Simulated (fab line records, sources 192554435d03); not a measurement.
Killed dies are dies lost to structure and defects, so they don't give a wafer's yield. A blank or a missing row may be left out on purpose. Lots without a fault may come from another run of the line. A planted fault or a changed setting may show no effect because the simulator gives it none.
fab line records | flow n5_finfet
record lots=6 wafers=18 last_day=17
route steps=1938 shown BEOL_M3@938 BEOL_M4@1111 PASSIVATION@1936
lots that met no fault: from a run of the same line without faults
start_h: hours from the record's first day to the start of the lot's first wafer shown | wait_h: hours since the lot's step before | " the same as in the row above | L1.1+2: a row that stands for several wafers | - no value, or no start given | * or withheld: withheld | < > ~ a bound
route shown NAME@n: a module of which the file shows steps, and the number in the route of the first | usual: mean/standard deviation of fault-free wafers | same: alike in all rows | chamber/n: place in a boat | sites: the reading at each site | _std_site: their standard deviation | _edge_site: outer sites' mean less inner sites' | radius_mm: how far each site lies from the wafer's centre | mask NAME#n: copy n | behind: the tool/chamber that last shaped the wafer | hold: why the lot was held/for how many hours/how that ended | device: the transistor (n, p or np) that didn't switch | end of line: the same wafers' tests at the end of the route | a step without rows: its recipe alone | killed: dies lost to structure and defects at the first sort, not the wafer's yield | map: a wafer's dies, x killed, . not, _ none there
set.NAME: the setting as run; set.NAME@STEP: as run at that earlier step | model.NAME: the simulator's own value behind a step, which no gauge read
lots at some steps of the route; a table a step, a row a wafer
services: from which hour (start_h, from the record's first day; less than 0 if before it) a tool's chamber was out of use, for how many hours, and why
## steps
# step N5_BEOL_M3_COAT_05
# recipe resist=CAR-EUV spin_rpm=1500 resist_thk_nm=30
# step N5_BEOL_M3_EBR_07
# recipe solvent=PGMEA ebr_width_mm=1.5
# step N5_BEOL_M3_SOFTBAKE_06
# recipe temp_c=110 time_s=60 resist=CAR-EUV
# step N5_BEOL_M3_EXPOSE_08
# recipe mask_id=M3 na=0.33 source_shape=dipole sigma_inner=0.369 sigma_outer=0.767 polarization=unpolarized dose_mj=33
# step N5_BEOL_M3_PEB_09
# recipe peb_temp_c=100 peb_time_s=60 resist=CAR-EUV
# step N5_BEOL_M3_DEVELOP_10
# recipe develop_time_s=30 developer=TMAH resist=CAR-EUV rinse_liquid=surfactant_rinse dry=air_spin dev_temp_c=23
# step N5_BEOL_M3_CD_MEAS_11
# recipe target_cd_nm=17.05 landing_energy_ev=500 detector=se_inlens polarity=opening
# usual cd_nm=17.10/0.25
# columns lot.wafer tool chamber start_h wait_h cd_nm
L954.3 cd_sem-02 0 180.18 - 17.52
L954.4 " 0 " " 17.54
L954.5 " 0 " " 17.05
L956.1 cd_sem-02 0 202.79 - 17.48
L956.3 " 0 " " 16.86
L956.6 " 0 " " 16.61
L962.2 cd_sem-02 0 239.51 - 17.16
L962.4 " 0 " " 17.28
L962.5 " 0 " " 17.52
L963.3 cd_sem-02 0 247.16 - 16.84
L963.4 " 0 " " 16.93
L963.5 " 0 " " 17.14
L964.3 cd_sem-03 0 247.66 - 17.03
L964.5 " 0 " " 17.15
L964.6 " 0 " " 17.29
L965.1 cd_sem-01 0 261.55 - 16.51
L965.2 " 0 " " 16.56
L965.5 " 0 " " 16.58
# step N5_BEOL_M3_OVL_MEAS_12
# recipe points_per_wafer=522
# usual M3_OVL=0.1/0.63
# columns lot.wafer tool chamber start_h wait_h M3_OVL[nm]
L954.3 overlay-02 0 180.22 0.0 0.5
L954.4 " 0 " " 0.9
L954.5 " 0 " " 0.1
L956.1 overlay-02 0 202.83 0.0 -0.5
L956.3 " 0 " " 0.6
L956.6 " 0 " " 0.4
L962.2 overlay-02 0 239.54 0.0 -0.4
L962.4 " 0 " " -0.1
L962.5 " 0 " " -0.5
L963.3 overlay-02 0 247.20 0.0 0.0
L963.4 " 0 " " 0.4
L963.5 " 0 " " -0.7
L964.3 overlay-02 0 247.70 0.0 -0.2
L964.5 " 0 " " -0.3
L964.6 " 0 " " -0.8
L965.1 overlay-02 0 261.58 0.0 0.6
L965.2 " 0 " " -0.1
L965.5 " 0 " " 0.3
# step N5_BEOL_M3_INSPECT_13
# recipe mode=adi inspect_instrument=brightfield
# usual raw_defect_count=407/99
# columns lot.wafer tool chamber start_h wait_h raw_defect_count
L954.3 defect_inspect-01 - 180.27 0.0 339
L954.4 " - " " 293
L954.5 " - " " 365
L956.1 defect_inspect-01 - 202.88 0.1 354
L956.3 " - " " 457
L956.6 " - " " 406
L962.2 defect_inspect-01 - 239.60 0.0 380
L962.4 " - " " 475
L962.5 " - " " 432
L963.3 defect_inspect-02 - 247.26 0.1 433
L963.4 " - " " 425
L963.5 " - " " 409
L964.3 defect_inspect-02 - 247.75 0.0 424
L964.5 " - " " 370
L964.6 " - " " 367
L965.1 defect_inspect-01 - 261.64 0.1 254
L965.2 " - " " 286
L965.5 " - " " 312
# step N5_BEOL_M3_DESCUM_16
# recipe chemistry=O2 time_s=7 source_power_w=50 bias_power_w=20 pressure_mtorr=20 rf_frequency_hz=2.712e+07 temp_c=40 resist=CAR-EUV o2_flow_sccm=225
# usual drypump_motor_current_A=5.8/0.32 oes_product_au=0.78/0.08 rf_vpp_V=242.6/1.4 showerhead_plenum_p_Torr=2.06/0.068 throttle_valve_pct=20.44/0.13
# columns lot.wafer tool chamber start_h wait_h drypump_motor_current_A oes_product_au rf_hours_counter_h rf_vpp_V showerhead_plenum_p_Torr throttle_valve_pct
L954.3 rie_diel-05 3 180.30 0.0 6.0 0.83 67 242.4 2.13 20.64
L954.4 " 2 " " 5.3 0.72 193 242.4 2.05 20.30
L954.5 " 1 " " 5.7 0.74 - 243.0 2.18 20.42
L956.1 rie_diel-06 1 202.92 0.0 5.6 0.74 174 241.4 2.02 20.54
L956.3 " 3 " " 5.9 0.77 142 241.9 1.99 20.29
L956.6 " 0 " " 5.6 0.85 - 241.7 2.04 20.24
L962.2 rie_diel-05 1 240.00 0.4 5.8 0.72 179 243.8 2.17 20.44
L962.4 " 2 " " 5.3 0.72 211 243.7 2.04 20.34
L962.5 " 1 " " 5.8 0.72 - 244.3 2.17 20.45
L963.3 rie_diel-03 3 247.29 0.0 5.7 0.75 189 239.9 1.99 20.62
L963.4 " 1 " " 6.0 0.74 161 243.7 2.07 20.32
L963.5 " 1 " " 6.0 0.75 - 241.6 2.07 20.29
L964.3 rie_diel-03 3 247.78 0.0 5.7 0.75 189 242.2 1.99 20.61
L964.5 " 0 " " 6.4 0.87 - 243.1 2.06 20.42
L964.6 " 1 " " 5.9 0.74 - 242.7 2.07 20.30
L965.1 rie_diel-05 1 261.69 0.0 5.7 0.72 184 245.9 2.17 20.45
L965.2 " 2 " " 5.3 0.72 216 241.4 2.04 20.35
L965.5 " 0 " " 5.5 0.93 - 243.8 2.10 20.53
# step N5_BEOL_M3_ETCH_74
# recipe chemistry=N2/H2 target=underlayer target_depth_a=65 mask_material=CAR-EUV time_s=5.2 ion_energy_ev=200 pressure_mtorr=30 source_w=840 bias_w=150 n2_flow_sccm=200 h2_flow_sccm=200 ends=cleared
# usual bias_w=150.1/0.42 drypump_motor_current_A=5.8/0.32 etch_rf_on_time_s=5.21/0.21 oes_product_au=0.67/0.07 rf_vpp_V=523.0/2.6 showerhead_plenum_p_Torr=2.51/0.087 throttle_valve_pct=17.90/0.21
# columns lot.wafer tool chamber start_h wait_h bias_w drypump_motor_current_A etch_rf_on_time_s oes_product_au rf_hours_counter_h rf_vpp_V showerhead_plenum_p_Torr throttle_valve_pct
L954.3 rie_diel-05 3 180.33 0.0 149.9 5.9 5.43 0.70 67 524.1 2.60 18.16
L954.4 " 2 " " 149.7 5.3 5.73 0.59 193 523.4 2.49 17.69
L954.5 " 1 " " 150.2 5.8 5.04 0.65 - 527.6 2.65 17.81
L956.1 rie_diel-06 1 202.95 0.0 150.3 5.6 5.23 0.64 174 522.5 2.45 18.01
L956.3 " 3 " " 150.5 5.9 4.96 0.67 142 520.3 2.43 17.66
L956.6 " 0 " " 150.1 5.6 5.29 0.74 - 523.5 2.48 17.68
L962.2 rie_diel-05 1 240.03 0.0 150.4 5.8 5.11 0.63 179 527.2 2.64 17.82
L962.4 " 2 " " 149.8 5.3 5.63 0.58 211 521.9 2.48 17.69
L962.5 " 1 " " 149.7 5.8 5.06 0.63 - 525.7 2.64 17.83
L963.3 rie_diel-03 3 247.33 0.0 150.7 5.7 5.28 0.63 189 522.5 2.44 18.17
L963.4 " 1 " " 149.5 5.9 5.04 0.65 161 522.3 2.55 18.01
L963.5 " 1 " " 149.5 5.9 5.04 0.65 - 521.9 2.55 18.03
L964.3 rie_diel-03 3 247.82 0.0 150.0 5.7 5.32 0.63 189 520.7 2.44 18.18
L964.5 " 0 " " 150.2 6.4 5.32 0.74 - 525.5 2.47 17.65
L964.6 " 1 " " 150.0 6.0 5.05 0.66 - 524.8 2.55 18.01
L965.1 rie_diel-05 1 261.73 0.0 150.5 5.8 5.08 0.63 184 524.4 2.64 17.88
L965.2 " 2 " " 149.7 5.3 5.60 0.59 216 522.7 2.48 17.71
L965.5 " 0 " " 151.0 5.5 5.10 0.76 - 525.7 2.61 18.19
# step N5_BEOL_M3_ETCH_63
# recipe chemistry=CF4 target=SiARC target_depth_a=156 mask_material=CAR-EUV time_s=26 ion_energy_ev=80 pressure_mtorr=40 source_w=545 bias_w=36 Ar_flow_sccm=100 cf4_flow_sccm=100 ends=cleared
# usual bias_w=35.98/0.1 cf4_flow_sccm=99.97/0.3 drypump_motor_current_A=5.8/0.32 etch_rf_on_time_s=25.9/1.1 oes_product_au=0.67/0.069 rf_vpp_V=183.7/1.2 showerhead_plenum_p_Torr=2.12/0.067 throttle_valve_pct=15.67/0.19
# columns lot.wafer tool chamber start_h wait_h bias_w cf4_flow_sccm drypump_motor_current_A etch_rf_on_time_s oes_product_au rf_hours_counter_h rf_vpp_V showerhead_plenum_p_Torr throttle_valve_pct
L954.3 rie_diel-05 3 180.35 0.0 35.95 100.58 6.0 27.0 0.69 67 186.3 2.19 15.78
L954.4 " 2 " " 35.88 99.72 5.3 28.5 0.59 193 183.3 2.15 15.83
L954.5 " 1 " " 36.01 99.90 5.8 25.3 0.65 - 185.5 2.23 15.61
L956.1 rie_diel-06 1 202.97 0.0 36.06 99.99 5.6 25.9 0.64 174 182.8 2.05 15.65
L956.3 " 3 " " 36.08 99.76 5.9 24.9 0.67 142 182.4 2.05 15.53
L956.6 " 0 " " 35.94 99.92 5.6 26.7 0.74 - 183.7 2.09 15.29
L962.2 rie_diel-05 1 240.05 0.0 35.92 99.58 5.8 25.3 0.64 179 184.9 2.22 15.67
L962.4 " 2 " " 36.00 100.58 5.3 28.0 0.59 211 183.5 2.14 15.86
L962.5 " 1 " " 35.98 99.79 5.7 25.3 0.64 - 185.6 2.22 15.67
L963.3 rie_diel-03 3 247.34 0.0 36.08 99.69 5.7 26.2 0.64 189 183.1 2.05 15.94
L963.4 " 1 " " 35.90 100.07 6.0 24.4 0.67 161 183.6 2.15 15.74
L963.5 " 1 " " 36.02 100.28 6.0 24.5 0.67 - 184.8 2.15 15.73
L964.3 rie_diel-03 3 247.83 0.0 36.06 100.26 5.7 26.4 0.64 189 181.8 2.05 15.93
L964.5 " 0 " " 35.85 100.11 6.4 26.3 0.74 - 182.0 2.08 15.37
L964.6 " 1 " " 35.77 100.49 5.9 24.7 0.66 - 183.5 2.15 15.72
L965.1 rie_diel-05 1 261.74 0.0 35.83 99.83 5.7 25.7 0.62 184 185.3 2.22 15.66
L965.2 " 2 " " 35.79 99.77 5.3 28.2 0.58 216 182.6 2.14 15.87
L965.5 " 0 " " 35.94 100.31 5.5 25.5 0.78 - 184.7 2.18 15.83
# step N5_BEOL_M3_ETCH_64
# recipe chemistry=N2/H2 target=SOC target_depth_a=750 overetch_a=150 mask_material=SiARC temp_c=40 time_s=112.5 ion_energy_ev=200 pressure_mtorr=30 source_w=840 bias_w=150 n2_flow_sccm=200 h2_flow_sccm=200
# usual bias_w=150.0/0.48 drypump_motor_current_A=5.8/0.32 oes_product_au=0.62/0.063 rf_vpp_V=522.9/2.5 showerhead_plenum_p_Torr=2.51/0.087 throttle_valve_pct=17.86/0.21
# columns lot.wafer tool chamber start_h wait_h bias_w drypump_motor_current_A oes_product_au rf_hours_counter_h rf_vpp_V showerhead_plenum_p_Torr throttle_valve_pct model.SiARC_of_BEOL_M3_COAT_62.thk_nm
L954.3 rie_diel-05 3 180.38 0.0 150.2 6.0 0.66 67 525.4 2.60 18.13 7
L954.4 " 2 " " 150.4 5.3 0.58 193 523.1 2.49 17.63 7.4
L954.5 " 1 " " 149.0 5.8 0.60 - 526.6 2.65 17.77 6.6
L956.1 rie_diel-06 1 203.00 0.0 149.0 5.6 0.59 174 520.7 2.45 17.98 7
L956.3 " 3 " " 150.2 5.9 0.61 142 521.3 2.42 17.66 6.4
L956.6 " 0 " " 149.8 5.6 0.69 - 522.7 2.48 17.64 6.8
L962.2 rie_diel-05 1 240.08 0.0 150.2 5.8 0.58 179 528.1 2.64 17.79 6.6
L962.4 " 2 " " 150.9 5.3 0.57 211 523.2 2.48 17.67 7.2
L962.5 " 1 " " 150.2 5.8 0.56 - 527.7 2.64 17.80 6.2
L963.3 rie_diel-03 3 247.37 0.0 150.2 5.7 0.59 189 520.9 2.44 18.13 6.8
L963.4 " 1 " " 150.4 6.0 0.60 161 524.0 2.55 17.98 6.6
L963.5 " 1 " " 151.1 6.0 0.59 - 522.6 2.55 17.96 6.6
L964.3 rie_diel-03 3 247.86 0.0 149.5 5.7 0.59 189 522.0 2.43 18.15 6.8
L964.5 " 0 " " 149.4 6.4 0.70 - 522.3 2.47 17.58 6.8
L964.6 " 1 " " 150.6 6.0 0.60 - 523.4 2.55 17.97 6.8
L965.1 rie_diel-05 1 261.77 0.0 150.5 5.8 0.58 184 527.3 2.64 17.80 6.4
L965.2 " 2 " " 149.8 5.3 0.56 216 522.6 2.48 17.69 7.2
L965.5 " 0 " " 150.1 5.5 0.69 - 525.5 2.61 18.11 6.2
# step N5_BEOL_M3_STRIP_65
# recipe chemistry=N2/H2 temp_c=40 n2_flow_sccm=200 h2_flow_sccm=200 rf_frequency_hz=6e+07
# step N5_BEOL_M3_STRIP_75
# recipe chemistry=N2/H2 temp_c=40 n2_flow_sccm=200 h2_flow_sccm=200 rf_frequency_hz=6e+07
# step N5_BEOL_M3_STRIP_66
# recipe chemistry=CF4 resist=SiARC power_w=300 bias_power_w=75 pressure_mtorr=50 cf4_flow_sccm=150 rf_frequency_hz=6e+07
# usual cf4_flow_sccm=150.0/0.45 drypump_motor_current_A=5.8/0.32 oes_product_au=0.78/0.079 rf_vpp_V=270.7/1.4 showerhead_plenum_p_Torr=1.78/0.058 throttle_valve_pct=13.66/0.2
# columns lot.wafer tool chamber start_h wait_h cf4_flow_sccm drypump_motor_current_A oes_product_au rf_hours_counter_h rf_vpp_V showerhead_plenum_p_Torr throttle_valve_pct
L954.3 rie_diel-05 3 180.51 0.0 149.6 5.9 0.82 67 270.4 1.83 13.70
L954.4 " 2 " " 150.3 5.3 0.72 193 270.2 1.79 13.76
L954.5 " 1 " " 150.2 5.7 0.74 - 272.9 1.89 13.67
L956.1 rie_diel-06 1 203.12 0.0 149.8 5.6 0.74 174 269.8 1.74 13.76
L956.3 " 3 " " 150.2 5.9 0.75 142 269.1 1.73 13.56
L956.6 " 0 " " 150.5 5.6 0.87 - 270.4 1.76 13.27
L962.2 rie_diel-05 1 240.20 0.0 150.6 5.8 0.72 179 272.5 1.88 13.75
L962.4 " 2 " " 149.6 5.3 0.71 212 271.4 1.78 13.81
L962.5 " 1 " " 150.1 5.8 0.73 - 272.7 1.88 13.74
L963.3 rie_diel-03 3 247.50 0.0 150.3 5.7 0.75 189 269.6 1.74 13.95
L963.4 " 1 " " 149.9 6.0 0.74 161 271.5 1.81 13.76
L963.5 " 1 " " 150.3 6.0 0.75 - 271.3 1.81 13.79
L964.3 rie_diel-03 3 247.99 0.0 150.3 5.7 0.75 189 270.7 1.74 13.96
L964.5 " 0 " " 150.0 6.4 0.87 - 272.5 1.75 13.33
L964.6 " 1 " " 149.9 6.0 0.74 - 271.4 1.81 13.77
L965.1 rie_diel-05 1 261.90 0.0 150.4 5.7 0.72 184 273.7 1.88 13.74
L965.2 " 2 " " 150.2 5.3 0.70 216 270.6 1.78 13.81
L965.5 " 0 " " 149.2 5.5 0.88 - 273.4 1.83 13.77
# step N5_BEOL_M3_HM_OPEN_17
# recipe chemistry=Cl2/BCl3 target_depth_a=200 overetch_a=60 target=TiN mask_material=SOC ion_energy_ev=150 pressure_mtorr=10 icp_w=1000 bias_w=126 Cl2_flow_sccm=53.25 bcl3_flow_sccm=21.75 Ar_flow_sccm=25
# usual bias_w=126.1/0.39 drypump_motor_current_A=5.3/0.5 oes_product_au=0.65/0.061 throttle_valve_pct=22.20/0.12
# columns lot.wafer tool chamber start_h wait_h bias_w drypump_motor_current_A oes_product_au rf_hours_counter_h throttle_valve_pct model.etch.depth_nm
L954.3 rie_metal-02 1 180.58 0.1 125.8 4.7 0.63 - 22.18 19.51
L954.4 " 0 " " 126.0 5.8 0.51 - 22.24 19.3
L954.5 " 0 " " 125.9 5.8 0.52 - 22.25 19.46
L956.1 rie_metal-01 0 203.17 0.0 125.8 6.3 0.60 69 22.33 19.81
L956.3 " 1 " " 126.1 4.8 0.68 - 22.18 20
L956.6 " 0 " " 125.6 6.3 0.61 - 22.32 20.13
L962.2 rie_metal-03 1 240.24 0.0 126.1 4.9 0.66 49 22.34 20.24
L962.4 " 0 " " 126.1 5.4 0.68 - 22.06 19.86
L962.5 " 0 " " 126.1 5.5 0.66 - 22.09 18.94
L963.3 rie_metal-03 0 247.57 0.1 126.3 5.5 0.67 - 22.06 19.84
L963.4 " 1 " " 126.8 4.9 0.65 - 22.35 19.99
L963.5 " 1 " " 125.8 4.8 0.65 - 22.36 19.91
L964.3 rie_metal-03 0 248.07 0.1 125.6 5.5 0.68 - 22.05 20.18
L964.5 " 0 " " 125.2 5.5 0.68 - 22.06 19.93
L964.6 " 1 " " 125.7 4.9 0.65 - 22.37 19.77
L965.1 rie_metal-02 1 261.94 0.0 126.1 4.7 0.62 50 22.20 19.57
L965.2 " 0 " " 126.8 5.8 0.81 1 22.00 19.69
L965.5 " 0 " " 126.9 5.8 0.79 - 22.04 18.84
# step N5_BEOL_M3_STRIP_19
# recipe chemistry=O2 power_w=400 temp_c=40 pressure_mtorr=30 rf_frequency_hz=6e+07 bias_power_w=0 overash_fraction=0.2 o2_flow_sccm=225
# usual drypump_motor_current_A=5.8/0.31 oes_product_au=0.79/0.086 rf_vpp_V=3.7/0.46 showerhead_plenum_p_Torr=2.07/0.068 throttle_valve_pct=16.70/0.14
# columns lot.wafer tool chamber start_h wait_h drypump_motor_current_A oes_product_au rf_hours_counter_h rf_vpp_V showerhead_plenum_p_Torr throttle_valve_pct
L954.3 rie_diel-06 0 180.66 0.1 5.6 0.86 36 3.7 2.05 16.39
L954.4 " 1 " " 5.7 0.74 166 3.9 2.03 16.78
L954.5 " 2 " " 5.3 0.69 - 4.3 2.00 17.12
L956.1 rie_diel-03 2 203.30 0.1 6.1 0.69 208 3.6 1.99 16.66
L956.3 " 1 " " 5.9 0.75 147 3.9 2.08 16.61
L956.6 " 3 " " 5.7 0.75 - 3.2 1.99 16.84
L962.2 rie_diel-03 3 240.35 0.1 5.7 0.74 187 4.2 1.99 16.86
L962.4 " 2 " " 6.1 0.69 221 3.8 1.98 16.67
L962.5 " 1 " " 6.0 0.75 - 4.0 2.08 16.62
L963.3 rie_diel-05 0 247.66 0.1 5.5 0.93 36 4.4 2.11 16.76
L963.4 " 1 " " 5.8 0.72 181 3.1 2.18 16.70
L963.5 " 3 " " 5.9 0.80 - 2.9 2.13 16.85
L964.3 rie_diel-03 0 248.15 0.1 6.4 0.86 31 3.0 2.07 16.59
L964.5 " 3 " " 5.7 0.75 - 3.3 1.99 16.89
L964.6 " 0 " " 6.5 0.86 - 3.6 2.07 16.61
L965.1 rie_diel-05 1 262.12 0.2 5.8 0.72 184 3.4 2.18 16.71
L965.2 " 3 " " 6.0 0.79 90 3.7 2.13 16.89
L965.5 " 0 " " 5.5 0.92 - 3.2 2.11 16.76
# step N5_BEOL_M4_RC_MEAS_101
# usual DIBL_N=35.8/2.2 DIBL_P=35.3/2.7 IOFF_N=0.16/0.043 IOFF_P=0.21/0.043 ION_N=676/15 ION_P=463/9.1 SS_N=71.4/0.77 SS_P=73.0/0.79 VT_N=250/4 VT_P=-249.8/2.8
# columns lot.wafer tool chamber start_h wait_h DIBL_N[mV/V] DIBL_P[mV/V] IOFF_N[nA/um] IOFF_P[nA/um] ION_N[uA/um] ION_P[uA/um] SS_N[mV/dec] SS_P[mV/dec] VT_N[mV] VT_P[mV]
L954.3 prober-01 0 212.62 0.3 34.6 34.5 0.15 0.17 688 473 71.4 72.3 247 -251.9
L954.4 " 0 " " 36.0 35.7 0.16 0.18 641 442 72.2 73.2 254 -254.5
L954.5 " 0 " " 36.1 36.4 0.16 0.19 677 459 71.7 73.5 250 -250.0
L956.1 prober-02 0 231.75 0.0 38.2 36.5 0.17 0.21 680 459 72.0 73.0 249 -250.7
L956.3 " 0 " " 33.6 32.2 0.11 0.16 671 461 70.2 71.8 250 -253.1
L956.6 " 0 " " 38.7 38.1 0.18 0.24 681 468 71.8 73.6 247 -248.2
L963.3 prober-01 0 266.11 0.3 33.5 32.8 0.13 0.16 680 464 70.4 73.0 251 -253.1
L963.4 " 0 " " 38.1 36.7 0.21 0.21 674 453 71.8 74.2 246 -250.9
L963.5 " 0 " " 35.7 35.8 0.16 0.21 687 470 70.9 73.2 249 -253.2
L962.2 prober-02 0 266.34 0.2 32.9 34.5 0.11 0.18 660 465 71.3 72.1 253 -251.3
L962.4 " 0 " " 33.6 33.1 0.11 0.16 649 445 71.4 72.1 254 -253.0
L962.5 " 0 " " 34.9 36.5 0.14 0.21 669 462 72.0 73.0 249 -249.1
L964.3 prober-02 0 268.03 0.3 38.3 37.9 0.20 0.27 681 475 71.5 73.3 247 -245.6
L964.5 " 0 " " 36.0 34.2 0.15 0.21 672 469 71.2 73.6 249 -249.8
L964.6 " 0 " " 35.2 35.0 0.15 0.22 675 473 71.2 73.0 250 -246.7
L965.1 prober-02 0 284.81 0.0 41.8 40.8 0.27 0.31 703 483 72.8 74.1 242 -244.3
L965.2 " 0 " " 32.8 30.6 0.09 0.14 654 451 71.2 71.0 261 -254.0
L965.5 " 0 " " 34.3 33.1 0.12 0.17 669 457 71.2 72.0 254 -251.4
# step N5_PASSIVATION_PROBE_49
# usual defect_limited_yield=91.1/1.4 killed_at_M0_to_M3=34/11 killed_at_M4_up=14/5.6 killed_at_contacts=13/5.9 killed_at_front_end=40/11 killed_at_other=4/3.1 killed_dies=105/16 killed_open=68/11 killed_short=34/8.4 sort_bin_5_function=5.2/0.86 sort_bin_6_memory=3.2/0.7 sort_bin_8_speed=0.1/1.1 sort_n_pass=1074/21 sort_yield_pct=91.0/1.8
# same gross_dies=1180 killed_at_back_side=0 sort_bin_4_leakage[%]=0
# columns lot.wafer tool chamber start_h wait_h defect_limited_yield[%] killed_at_M0_to_M3 killed_at_M4_up killed_at_contacts killed_at_front_end killed_at_other killed_dies killed_open killed_short sort_bin_5_function[%] sort_bin_6_memory[%] sort_bin_8_speed[%] sort_n_pass sort_yield_pct[%]
L962.2 prober-02 - 380.93 0.1 89.8 49 12 10 44 5 120 81 37 6.5 3.2 0 1060 89.8
L962.5 prober-02 - 381.08 0.2 88.8 51 11 9 47 14 132 82 44 6.6 3.9 0 1048 88.8
# killed by level:class
L962.2 BEOL_M0_SAQP:geometric_particle:short=15 BEOL_M0_SAQP:geometric_particle:open=10 BEOL_M1:geometric_particle:open=10 STI_FIN_REVEAL:geometric_particle:open=9 DUMMY_GATE:geometric_particle:open=8 FIN_SAQP:geometric_particle:open=7 MOL_CONTACT_COAG:geometric_particle:open=6 FIN_SAQP:geometric_particle:short=5
L962.5 BEOL_M0_SAQP:geometric_particle:short=16 BEOL_M0_SAQP:geometric_particle:open=15 BEOL_M2:geometric_particle:open=11 FIN_SAQP:geometric_particle:open=10 MOL_CONTACT_COAG:geometric_particle:open=9 FIN_SAQP:geometric_particle:short=8 BEOL_M0:geometric_particle:open=6 STI_FIN_REVEAL:geometric_particle:open=5
## services
# columns tool chamber start_h hours kind
rie_diel-06 3 165.87 11.5 repair
rie_diel-06 2 182.28 6.3 repair
rie_diel-06 2 188.79 - clean
rie_diel-06 2 188.79 - consumable_replace:focus_ring
rie_diel-06 2 188.79 - consumable_replace:showerhead
rie_diel-06 2 188.79 20.9 scheduled_down
rie_diel-06 2 188.79 20.9 vent_cycle
rie_diel-03 3 204.13 13.8 repair
rie_diel-06 - 216.83 4.3 pm
rie_metal-02 0 226.48 - clean
rie_metal-02 0 226.48 27.3 scheduled_down
rie_metal-02 0 226.48 27.3 vent_cycle
rie_diel-05 3 228.51 2.4 repair
rie_diel-06 2 235.86 5.7 repair
rie_metal-01 1 240.63 35.6 repair
rie_metal-03 - 246.78 0.1 repair
rie_diel-05 - 249.68 4.3 pm
rie_metal-01 0 262.04 7.6 repair
## key
first_sign none at tools or gauges
model_effect step=N5_BEOL_M3_ETCH_64 value=SiARC_of_BEOL_M3_COAT_62.thk_nm without=6.6 struck=6.2
model_effect step=N5_BEOL_M3_HM_OPEN_17 value=etch.depth_nm without=19.71 struck=18.89
met_at N5_BEOL_M3_ETCH_64
struck_wafers L962.5,L965.5
onset_between 180.38 240.08
fault kind=process_parameter_drift tool=rie_diel-05 chamber=- onset_h=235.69 steps=N5_BEOL_M3_ETCH_64 channel=time_s offset=* shape=step end_h=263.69 scope=struck_wafers_only acts_in=* stated=*
